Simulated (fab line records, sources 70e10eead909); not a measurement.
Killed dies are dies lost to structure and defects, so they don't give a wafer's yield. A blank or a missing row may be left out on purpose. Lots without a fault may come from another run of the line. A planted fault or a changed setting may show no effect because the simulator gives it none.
fab line records | flow nand_harc
record lots=24 wafers=72 last_day=33
route steps=1302 shown A_CONTACT@1088 A_M0@1157 A_M1@1180
lots that met no fault: from a run of the same line without faults
start_h: hours from the record's first day to the start of the lot's first wafer shown | wait_h: hours since the lot's step before | " the same as in the row above | L1.1+2: a row that stands for several wafers | - no value, or no start given | * or withheld: withheld | < > ~ a bound
route shown NAME@n: a module of which the file shows steps, and the number in the route of the first | usual: mean/standard deviation of fault-free wafers | same: alike in all rows | chamber/n: place in a boat | sites: the reading at each site | _std_site: their standard deviation | _edge_site: outer sites' mean less inner sites' | radius_mm: how far each site lies from the wafer's centre | mask NAME#n: copy n | behind: the tool/chamber that last shaped the wafer | hold: why the lot was held/for how many hours/how that ended | device: the transistor (n, p or np) that didn't switch | end of line: the same wafers' tests at the end of the route | a step without rows: its recipe alone | killed: dies lost to structure and defects at the first sort, not the wafer's yield | map: a wafer's dies, x killed, . not, _ none there
set.NAME: the setting as run; set.NAME@STEP: as run at that earlier step | model.NAME: the simulator's own value behind a step, which no gauge read
steps of the route over a sample of lots; a table a step, a row a wafer
services: from which hour (start_h, from the record's first day; less than 0 if before it) a tool's chamber was out of use, for how many hours, and why
## steps
# step NHARC_A_CONTACT_ETCH_136
# recipe source_w=withheld pressure_mtorr=20 bias_v=1200 time_s=311 target_depth_a=19120 ar_flow_sccm=withheld c4f8_flow_sccm=withheld o2_flow_sccm=withheld chemistry=C4F8/O2/Ar
# columns lot.wafer tool chamber start_h wait_h rf_hours_counter_h
L074.1 har_cap_etch-02 0 519.47 0.2 87
L074.3 " 1 " " -
L074.4 " 0 " " -
L076.1 har_cap_etch-01 0 527.44 0.2 3
L076.2 " 1 " " 3
L076.3 " 0 " " -
L075.4 har_cap_etch-01 0 530.52 0.2 -
L075.3 " 1 " " -
L075.6 " 1 " " -
L077.1 har_cap_etch-03 1 536.59 0.2 51
L077.2 " 0 " " 51
L077.5 " 0 " " -
L079.2 har_cap_etch-02 0 549.21 0.2 94
L079.3 " 1 " " -
L079.5 " 0 " " -
L078.2 har_cap_etch-03 0 562.40 0.2 56
L078.3 " 1 " " -
L078.6 " 0 " " -
L080.1 har_cap_etch-01 0 566.88 0.3 12
L080.3 " 0 " " -
L080.6 " 0 " " -
L081.1 har_cap_etch-02 1 568.79 0.2 97
L081.3 " 1 " " -
L081.5 " 1 " " -
L083.2 har_cap_etch-02 1 615.46 0.2 102
L083.4 " 1 " " -
L083.5 " 1 " " -
L084.1 har_cap_etch-02 1 623.25 0.2 104
L084.3 " 0 " " -
L084.4 " 1 " " -
L082.1 har_cap_etch-03 1 624.94 0.2 66
L082.4 " 0 " " -
L082.5 " 1 " " -
L085.2 har_cap_etch-01 1 626.67 0.2 21
L085.3 " 0 " " -
L085.4 " 1 " " -
L088.1 har_cap_etch-02 1 639.67 0.2 107
L088.3 " 1 " " -
L088.5 " 1 " " -
L086.1 har_cap_etch-03 0 641.91 0.2 69
L086.4 " 1 " " -
L086.5 " 0 " " -
L089.2 har_cap_etch-01 1 656.01 0.2 25
L089.6 " 1 " " -
L089.5 " 0 " " -
L090.1 har_cap_etch-02 0 687.27 0.2 115
L090.4 " 1 " " -
L090.5 " 0 " " -
L091.2 har_cap_etch-01 1 691.65 0.2 30
L091.6 " 0 " " -
L091.5 " 1 " " -
L087.2 har_cap_etch-03 0 695.54 0.3 76
L087.1 " 1 " " 76
L087.3 " 0 " " -
L092.3 har_cap_etch-03 0 702.44 0.3 -
L092.5 " 0 " " -
L092.6 " 1 " " -
L096.2 har_cap_etch-01 0 717.82 0.2 36
L096.4 " 1 " " -
L096.5 " 1 " " -
L094.2 har_cap_etch-01 0 720.80 0.2 37
L094.1 " 1 " " 37
L094.3 " 1 " " -
L095.2 har_cap_etch-03 1 726.38 0.2 83
L095.4 " 0 " " -
L095.5 " 0 " " -
L093.2 har_cap_etch-03 1 736.34 0.2 84
L093.1 " 0 " " 84
L093.3 " 0 " " -
L097.1 har_cap_etch-01 1 739.91 0.3 41
L097.6 " 1 " " -
L097.5 " 0 " " -
# step NHARC_A_CONTACT_CMP_20
# recipe t_overpolish_s=30 target_thk_nm=300
# usual motor_current_A=12.6/1.3 overpolish_run_s=30.000/0.0091 time_to_endpoint_s=59.3/2.9
# columns lot.wafer tool chamber start_h wait_h motor_current_A overpolish_run_s time_to_endpoint_s
L074.1 cmp-02 3 523.53 0.7 11.6 30.009 59.0
L074.3 " 1 " " 12.1 29.991 63.1
L074.4 " 2 " " 12.9 29.989 58.5
L076.1 cmp-04 1 531.06 0.6 12.5 30.015 59.4
L076.2 " 3 " " 14.5 30.003 60.0
L076.3 " 0 " " 15.0 30.004 63.5
L075.4 cmp-04 3 534.20 0.5 14.1 30.000 61.6
L075.3 " 1 " " 12.6 30.013 60.6
L075.6 " 0 " " 15.0 29.992 63.7
L077.1 cmp-01 1 541.03 0.8 14.6 30.015 65.4
L077.2 " 2 " " 12.3 30.005 63.2
L077.5 " 1 " " 14.5 30.009 62.5
L079.2 cmp-04 0 552.87 0.8 15.1 30.007 61.6
L079.3 " 1 " " 12.1 29.980 62.0
L079.5 " 3 " " 13.9 30.006 62.9
L078.3 cmp-02 3 566.03 0.5 11.6 29.998 59.9
L078.2 " 0 " " 11.0 30.002 59.4
L078.6 " 3 " " 11.4 29.986 59.3
L080.3 cmp-02 2 572.05 0.9 12.2 29.992 59.9
L080.1 " 3 " " 11.0 30.005 58.4
L080.6 " 2 " " 12.8 30.009 58.3
L081.1 cmp-01 1 572.41 0.7 15.1 30.017 63.6
L081.3 " 2 " " 12.1 29.992 63.8
L081.5 " 3 " " 10.6 30.006 63.3
L083.2 cmp-02 2 619.78 0.8 12.4 30.004 55.1
L083.4 " 0 " " 11.3 30.001 55.8
L083.5 " 2 " " 12.2 30.004 57.5
L084.4 cmp-04 2 627.05 0.4 12.4 30.004 51.3
L084.3 " 3 " " 14.0 30.008 54.1
L084.1 " 1 " " 12.1 29.973 54.5
L082.1 cmp-02 1 628.87 0.8 11.7 29.993 66.0
L082.4 " 3 " " 11.3 30.004 66.5
L082.5 " 2 " " 13.1 30.007 62.0
L085.4 cmp-04 2 630.31 0.4 13.3 30.014 58.3
L085.2 " 0 " " 14.7 29.995 59.6
L085.3 " 1 " " 12.4 30.001 57.3
L088.3 cmp-02 2 645.12 0.4 12.1 29.993 58.1
L088.1 " 3 " " 12.1 29.990 58.9
L088.5 " 1 " " 12.3 29.996 55.4
L086.4 cmp-01 1 646.16 0.4 15.4 29.997 56.2
L086.1 " 3 " " 11.1 30.005 56.5
L086.5 " 1 " " 15.1 30.023 57.6
L089.2 cmp-02 3 659.73 0.8 12.1 29.996 57.3
L089.5 " 3 " " 12.0 29.984 60.9
L089.6 " 0 " " 11.0 29.992 59.7
L090.1 cmp-04 2 690.90 0.6 13.2 30.003 55.2
L090.4 " 0 " " 15.2 30.016 60.6
L090.5 " 2 " " 12.8 29.997 58.4
L091.2 cmp-02 3 695.94 0.7 11.2 30.011 57.2
L091.6 " 0 " " 10.8 29.988 56.1
L091.5 " 1 " " 11.8 30.006 58.5
L087.3 cmp-01 1 699.64 0.5 14.2 29.997 60.0
L087.2 " 2 " " 12.4 29.993 59.7
L087.1 " 0 " " 11.9 30.002 58.9
L092.3 cmp-04 0 706.84 0.4 13.9 29.993 60.0
L092.6 " 2 " " 13.0 29.998 58.9
L092.5 " 3 " " 13.7 30.011 63.0
L096.4 cmp-01 0 721.51 0.5 11.8 29.992 58.0
L096.2 " 2 " " 12.4 29.989 58.6
L096.5 " 0 " " 11.7 30.005 59.2
L094.2 cmp-01 0 724.42 0.8 11.4 30.001 58.5
L094.3 " 1 " " 15.0 30.003 55.3
L094.1 " 2 " " 12.4 29.998 58.2
L095.2 cmp-01 0 729.96 0.6 11.3 30.000 60.8
L095.4 " 3 " " 10.7 30.014 59.8
L095.5 " 1 " " 14.5 30.005 58.2
L093.1 cmp-04 3 740.20 0.6 14.6 29.998 55.5
L093.3 " 1 " " 12.8 30.009 56.1
L093.2 " 2 " " 12.1 30.011 56.0
L097.1 cmp-01 0 743.93 0.7 11.2 29.994 61.2
L097.6 " 2 " " 12.0 30.009 59.6
L097.5 " 3 " " 11.2 29.991 57.1
# step NHARC_A_M0_PRE_CLEAN_29
# recipe time_s=30 temp_c=280 gas=H2/He
# usual heater_power_w=419/45
# columns lot.wafer tool chamber start_h wait_h heater_power_w
L074.1 pvd_sputter-01 - - - 473
L074.3 " - " " 478
L074.4 " - " " 417
L076.2 pvd_sputter-01 - - - 433
L076.1 " - " " 425
L076.3 " - " " 473
L075.4 pvd_sputter-01 - - - 482
L075.3 " - " " 464
L075.6 " - " " 417
L077.1 pvd_sputter-01 - - - 424
L077.2 " - " " 478
L077.5 " - " " 425
L079.2 pvd_sputter-03 - - - 376
L079.3 " - " " 348
L079.5 " - " " 413
L078.2 pvd_sputter-01 - - - 424
L078.3 " - " " 494
L078.6 " - " " 428
L080.3 pvd_sputter-03 - - - 439
L080.1 " - " " 360
L080.6 " - " " 427
L081.1 pvd_sputter-02 - - - 415
L081.3 " - " " 462
L081.5 " - " " 415
L083.2 pvd_sputter-01 - - - 432
L083.4 " - " " 503
L083.5 " - " " 428
L084.3 pvd_sputter-02 - - - 478
L084.4 " - " " 426
L084.1 " - " " 396
L082.4 pvd_sputter-03 - - - 343
L082.1 " - " " 427
L082.5 " - " " 353
L085.3 pvd_sputter-02 - - - 416
L085.2 " - " " 459
L085.4 " - " " 429
L088.1 pvd_sputter-02 - - - 387
L088.3 " - " " 490
L088.5 " - " " 422
L086.4 pvd_sputter-03 - - - 350
L086.1 " - " " 358
L086.5 " - " " 345
L089.2 pvd_sputter-01 - - - 426
L089.6 " - " " 428
L089.5 " - " " 432
L090.4 pvd_sputter-03 - - - 352
L090.1 " - " " 429
L090.5 " - " " 360
L091.2 pvd_sputter-01 - - - 479
L091.5 " - " " 433
L091.6 " - " " 492
L087.2 pvd_sputter-02 - - - 398
L087.3 " - " " 505
L087.1 " - " " 411
L092.3 pvd_sputter-02 - - - 404
L092.6 " - " " 395
L092.5 " - " " 396
L096.2 pvd_sputter-03 - - - 364
L096.4 " - " " 353
L096.5 " - " " 432
L094.3 pvd_sputter-02 - - - 398
L094.2 " - " " 412
L094.1 " - " " 392
L095.4 pvd_sputter-01 - - - 478
L095.2 " - " " 432
L095.5 " - " " 424
L093.2 pvd_sputter-03 - - - 362
L093.3 " - " " 363
L093.1 " - " " 446
L097.1 pvd_sputter-03 - - - 351
L097.6 " - " " 364
L097.5 " - " " 369
# step NHARC_A_M1_OVL_MEAS_10
# recipe pitch_nm=240
# usual overlay_x_nm=-0.4/1 overlay_y_nm=0.0/1.2
# columns lot.wafer tool chamber start_h wait_h overlay_x_nm overlay_y_nm
L074.1 overlay-02 - 532.35 - 0.0 1.4
L074.3 " - " " 0.0 1.0
L074.4 " - " " 0.0 0.1
L076.1 overlay-02 - 540.15 - 0.6 -0.5
L076.2 " - " " -0.2 -0.5
L076.3 " - " " 0.6 -0.4
L075.3 overlay-02 - 543.36 - -1.1 0.4
L075.4 " - " " -1.7 0.3
L075.6 " - " " -0.7 1.0
L077.1 overlay-02 - 550.37 - 0.8 0.7
L077.2 " - " " 0.4 0.0
L077.5 " - " " 0.8 0.0
L079.2 overlay-02 - 561.79 - 2.5 2.0
L079.3 " - " " 2.2 1.9
L079.5 " - " " 2.0 2.3
L078.2 overlay-02 - 575.10 - -0.7 -1.8
L078.3 " - " " -0.4 -1.7
L078.6 " - " " -0.3 -1.3
L080.1 overlay-02 - 581.04 - -0.5 0.8
L080.3 " - " " -1.0 1.4
L080.6 " - " " -0.2 0.8
L081.1 overlay-02 - 581.93 - 0.1 -1.4
L081.3 " - " " -0.3 -1.9
L081.5 " - " " 0.2 -1.3
L083.2 overlay-01 - 628.78 - -0.6 -1.4
L083.4 " - " " -0.5 -1.5
L083.5 " - " " -1.0 -1.5
L084.1 overlay-01 - 635.95 - 0.1 -0.9
L084.3 " - " " 0.5 -0.7
L084.4 " - " " -0.1 -0.8
L082.1 overlay-02 - 638.81 - -0.5 -0.6
L082.4 " - " " -0.6 -0.5
L082.5 " - " " -1.0 -0.4
L085.2 overlay-01 - 639.41 - -1.1 0.8
L085.3 " - " " -0.8 1.0
L085.4 " - " " -1.5 0.5
L088.1 overlay-02 - 654.12 - -1.9 1.2
L088.3 " - " " -1.6 1.2
L088.5 " - " " -2.2 1.4
L086.1 overlay-02 - 655.72 - -0.1 -1.5
L086.4 " - " " 0.1 -1.2
L086.5 " - " " 0.2 -1.6
L089.2 overlay-01 - 669.99 - -0.5 1.5
L089.5 " - " " -0.4 0.6
L089.6 " - " " -0.1 0.4
L090.1 overlay-02 - 700.02 - -1.1 0.6
L090.4 " - " " 0.0 0.3
L090.5 " - " " -0.8 -0.1
L091.2 overlay-02 - 704.78 - 0.0 -0.9
L091.5 " - " " -0.7 -1.0
L091.6 " - " " -0.6 -1.2
L087.1 overlay-01 - 708.51 - -1.5 0.1
L087.2 " - " " -1.0 1.1
L087.3 " - " " -1.6 0.7
L092.3 overlay-02 - 715.86 - 0.9 -0.6
L092.5 " - " " 0.8 -0.6
L092.6 " - " " 0.6 -0.5
L096.2 overlay-02 - 730.57 - 0.0 -1.9
L096.4 " - " " -0.5 -1.8
L096.5 " - " " -0.2 -1.9
L094.1 overlay-02 - 733.29 - 0.1 0.8
L094.2 " - " " 0.1 0.9
L094.3 " - " " 0.0 1.3
L095.2 overlay-02 - 740.05 - -1.8 -1.6
L095.4 " - " " -1.8 -1.1
L095.5 " - " " -0.7 -1.1
L093.1 overlay-02 - 749.41 - -0.7 2.6
L093.2 " - " " -0.8 2.6
L093.3 " - " " -0.2 2.1
L097.1 overlay-02 - 754.19 - -2.3 1.4
L097.5 " - " " -2.1 2.1
L097.6 " - " " -2.9 0.7
# step NHARC_A_M1_INSPECT_11
# usual raw_defect_count=77/36
# columns lot.wafer tool chamber start_h wait_h raw_defect_count
L074.1 defect_inspect-01 - 532.39 0.0 118
L074.3 " - " " 144
L074.4 " - " " 143
L076.1 defect_inspect-01 - 540.18 0.0 128
L076.2 " - " " 154
L076.3 " - " " 149
L075.3 defect_inspect-02 - 543.40 0.0 126
L075.4 " - " " 106
L075.6 " - " " 114
L077.1 defect_inspect-02 - 550.41 0.0 18
L077.2 " - " " 25
L077.5 " - " " 14
L079.2 defect_inspect-01 - 561.83 0.0 93
L079.3 " - " " 102
L079.5 " - " " 96
L078.2 defect_inspect-02 - 575.14 0.0 95
L078.3 " - " " 92
L078.6 " - " " 111
L080.1 defect_inspect-02 - 581.08 0.0 29
L080.3 " - " " 28
L080.6 " - " " 22
L081.1 defect_inspect-02 - 581.97 0.0 27
L081.3 " - " " 36
L081.5 " - " " 28
L083.2 defect_inspect-02 - 628.82 0.0 87
L083.4 " - " " 83
L083.5 " - " " 88
L084.1 defect_inspect-02 - 635.98 0.0 47
L084.3 " - " " 37
L084.4 " - " " 37
L082.1 defect_inspect-01 - 638.84 0.0 68
L082.4 " - " " 66
L082.5 " - " " 67
L085.2 defect_inspect-01 - 639.45 0.0 103
L085.3 " - " " 91
L085.4 " - " " 117
L088.1 defect_inspect-02 - 654.15 0.0 54
L088.3 " - " " 49
L088.5 " - " " 39
L086.1 defect_inspect-02 - 655.75 0.0 138
L086.4 " - " " 104
L086.5 " - " " 115
L089.2 defect_inspect-02 - 670.03 0.0 39
L089.5 " - " " 46
L089.6 " - " " 45
L090.1 defect_inspect-01 - 700.06 0.0 56
L090.4 " - " " 46
L090.5 " - " " 43
L091.2 defect_inspect-01 - 704.82 0.0 80
L091.5 " - " " 93
L091.6 " - " " 69
L087.1 defect_inspect-02 - 708.55 0.0 50
L087.2 " - " " 72
L087.3 " - " " 60
L092.3 defect_inspect-02 - 715.90 0.0 90
L092.5 " - " " 75
L092.6 " - " " 86
L096.2 defect_inspect-01 - 730.61 0.0 30
L096.4 " - " " 30
L096.5 " - " " 26
L094.1 defect_inspect-01 - 733.33 0.0 120
L094.2 " - " " 119
L094.3 " - " " 109
L095.2 defect_inspect-01 - 740.09 0.0 71
L095.4 " - " " 81
L095.5 " - " " 75
L093.1 defect_inspect-01 - 752.24 2.8 71
L093.2 " - " " 79
L093.3 " - " " 54
L097.1 defect_inspect-01 - 754.22 0.0 72
L097.5 " - " " 90
L097.6 " - " " 65
# step NHARC_A_M1_PVD_21
# recipe target_thk_a=300 chamber_pressure_pa=5 power_w=5000 substrate_temp_c=30 time_s=20.49 material=Cu
# usual throttle_valve_pct=30.1/0.81
# columns lot.wafer tool chamber start_h wait_h throttle_valve_pct
L074.1 pvd_sputter-01 - - - 32.5
L074.3 " - " " 29.7
L074.4 " - " " 29.8
L076.2 pvd_sputter-03 - - - 29.6
L076.1 " - " " 30.2
L076.3 " - " " 29.6
L075.3 pvd_sputter-03 - - - 30.6
L075.4 " - " " 29.7
L075.6 " - " " 30.0
L077.2 pvd_sputter-03 - - - 29.8
L077.1 " - " " 29.6
L077.5 " - " " 29.7
L079.2 pvd_sputter-03 - - - 29.7
L079.3 " - " " 30.8
L079.5 " - " " 29.9
L078.2 pvd_sputter-02 - - - 28.4
L078.3 " - " " 30.3
L078.6 " - " " 28.4
L080.1 pvd_sputter-03 - - - 30.5
L080.3 " - " " 29.7
L080.6 " - " " 29.6
L081.1 pvd_sputter-02 - - - 28.6
L081.3 " - " " 30.1
L081.5 " - " " 30.2
L083.2 pvd_sputter-03 - - - 30.4
L083.4 " - " " 29.9
L083.5 " - " " 29.4
L084.1 pvd_sputter-03 - - - 29.5
L084.4 " - " " 30.5
L084.3 " - " " 29.5
L082.4 pvd_sputter-01 - - - 32.0
L082.1 " - " " 29.8
L082.5 " - " " 29.9
L085.2 pvd_sputter-03 - - - 30.1
L085.4 " - " " 29.6
L085.3 " - " " 29.6
L088.3 pvd_sputter-02 - - - 30.5
L088.1 " - " " 29.9
L088.5 " - " " 29.2
L086.1 pvd_sputter-01 - - - 30.7
L086.4 " - " " 29.6
L086.5 " - " " 29.6
L089.2 pvd_sputter-01 - - - 31.8
L089.6 " - " " 29.4
L089.5 " - " " 30.6
L090.1 pvd_sputter-02 - - - 30.7
L090.4 " - " " 30.1
L090.5 " - " " 30.1
L091.2 pvd_sputter-02 - - - 30.8
L091.6 " - " " 28.9
L091.5 " - " " 30.5
L087.2 pvd_sputter-01 - - - 31.5
L087.1 " - " " 29.7
L087.3 " - " " 29.7
L092.3 pvd_sputter-02 - - - 28.9
L092.5 " - " " 29.1
L092.6 " - " " 30.6
L096.2 pvd_sputter-03 - - - 29.7
L096.4 " - " " 29.7
L096.5 " - " " 29.6
L094.3 pvd_sputter-01 - - - 29.8
L094.2 " - " " 29.9
L094.1 " - " " 31.6
L095.4 pvd_sputter-01 - - - 29.6
L095.2 " - " " 29.5
L095.5 " - " " 29.4
L093.3 pvd_sputter-03 - - - 30.1
L093.2 " - " " 28.5
L093.1 " - " " 30.4
L097.1 pvd_sputter-02 - - - 31.4
L097.6 " - " " 28.9
L097.5 " - " " 30.5
## services
# columns tool chamber start_h hours kind
har_cap_etch-01 - 497.03 17.0 pm
cmp-04 - 501.47 2.9 repair
pvd_sputter-02 - 515.26 1.6 repair
pvd_sputter-02 - 520.69 15.5 repair
pvd_sputter-03 - 526.02 10.0 pm
cmp-02 - 526.51 4.0 pm
cmp-01 - 535.74 0.5 repair
cmp-02 - 536.61 3.4 repair
cmp-02 - 562.49 3.4 repair
cmp-01 - 577.50 4.0 pm
pvd_sputter-01 - 586.00 10.0 pm
cmp-04 - 602.35 4.0 pm
cmp-02 - 613.81 2.0 repair
cmp-02 - 624.51 4.0 pm
har_cap_etch-03 - 631.25 1.4 repair
cmp-01 - 636.53 3.8 repair
pvd_sputter-02 - 638.00 10.0 pm
cmp-01 - 644.94 1.0 repair
cmp-02 - 651.59 0.9 repair
pvd_sputter-01 - 671.57 7.4 repair
cmp-01 - 675.50 4.0 pm
pvd_sputter-02 - 682.77 3.9 repair
cmp-04 - 700.35 4.0 pm
pvd_sputter-03 - 704.02 10.0 pm
## key
fault none
